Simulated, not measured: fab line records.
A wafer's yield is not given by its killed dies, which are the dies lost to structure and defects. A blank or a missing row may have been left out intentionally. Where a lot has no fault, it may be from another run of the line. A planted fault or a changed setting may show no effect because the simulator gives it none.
Matching of chambers -- flow n5-finfet -- N5_PASSIVATION_ETCH_54 on rie-diel-06 has 4 sister chambers
The step etches SiO2 in CHF3/O2, target depth 880 nm, time 440 s. 4 wafers are shown with their chamber, then 8 later ones without.

EACH WAFER AND ITS CHAMBER
wafer,chamber,showerhead-plenum-p-Torr (Torr)
L344.2,1,2.52
L346.1,0,2.30
L346.6,3,2.34
L347.1,2,2.34

WAFERS WITHOUT THEIR CHAMBER
wafer,showerhead-plenum-p-Torr (Torr)
L347.2,2.30
L347.5,2.34
L352.2,2.34
L352.3,2.29
L352.5,2.34
L351.1,2.30
L351.2,2.34
L351.6,2.29

EACH ONE'S CHAMBER
wafer,from the rows above,in truth
L347.2,0,0
L347.5,can't be placed: 2 or 3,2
L352.2,can't be placed: 2 or 3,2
L352.3,0,0
L352.5,can't be placed: 2 or 3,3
L351.1,0,0
L351.2,can't be placed: 2 or 3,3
L351.6,0,0
Correct placement for 4 of the 8. Cannot be placed on the basis of these rows: 4; the candidates contain the true chamber in 4. Placed wrongly: 0.
How it was worked out, from the rows above alone: a wafer's distance from a chamber is the root of the sum, over the readings, of the square of ((its reading less the chamber's mean) divided by the reading's scatter). The wafer belongs to the nearest chamber; if the next one is less than 2 further off, it can't be placed. The mean given for a chamber averages the wafers shown for that chamber. The scatter (one wafer shown for each chamber): square how far every hidden wafer sits from the nearest shown wafer, average those squares and take the square root.
